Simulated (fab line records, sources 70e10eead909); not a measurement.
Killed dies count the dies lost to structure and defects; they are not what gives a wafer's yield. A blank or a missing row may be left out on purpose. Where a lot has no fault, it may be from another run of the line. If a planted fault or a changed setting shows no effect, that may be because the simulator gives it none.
Chamber matching + flow nand_harc + NHARC_A_CHANNEL_FILL_D1_ETCHBACK_20 on rie_diel-10: 4 sister chambers
The step etches the open film in C4F8/O2/Ar, target depth 27 nm, time 13.5 s. 4 wafers are shown with their chamber, then 7 later ones without.

WAFERS WITH THEIR CHAMBER
| wafer  | chamber | rf_vpp_V (V) |
|--------|---------|--------------|
| L240.4 | 3       | 977          |
| L240.5 | 0       | 979          |
| L238.3 | 1       | 982          |
| L238.4 | 2       | 977          |

WAFERS WITHOUT THEIR CHAMBER
| wafer  | rf_vpp_V (V) |
|--------|--------------|
| L238.5 | 978          |
| L241.3 | 980          |
| L241.4 | 979          |
| L241.6 | 982          |
| L244.1 | 979          |
| L244.3 | 975          |
| L244.4 | 978          |

WHICH CHAMBER EACH WENT THROUGH
| wafer  | from the rows above          | in truth                   |
|--------|------------------------------|----------------------------|
| L238.5 | can't be placed: 0 or 2 or 3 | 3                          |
| L241.3 | can't be placed: 0 or 1      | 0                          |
| L241.4 | 0                            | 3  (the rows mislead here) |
| L241.6 | 1                            | 1                          |
| L244.1 | 0                            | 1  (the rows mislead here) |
| L244.3 | can't be placed: 2 or 3      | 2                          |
| L244.4 | can't be placed: 0 or 2 or 3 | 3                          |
Placed correctly: 1 of 7. Not placeable from these rows: 4 (in 4, the candidates include the true chamber). 2 placed wrongly.
How it was worked out, from the rows above alone: a wafer's distance from a chamber is the root of the sum, over the readings, of the square of ((its reading less the chamber's mean) divided by the reading's scatter). If the next closest chamber is less than 2 further off than the closest, the wafer can't be placed; otherwise it belongs to the closest. The mean given for a chamber averages the wafers shown for that chamber. The scatter: with one shown wafer a chamber, the root of the mean of the squares of how far each hidden wafer lies from its nearest shown one.
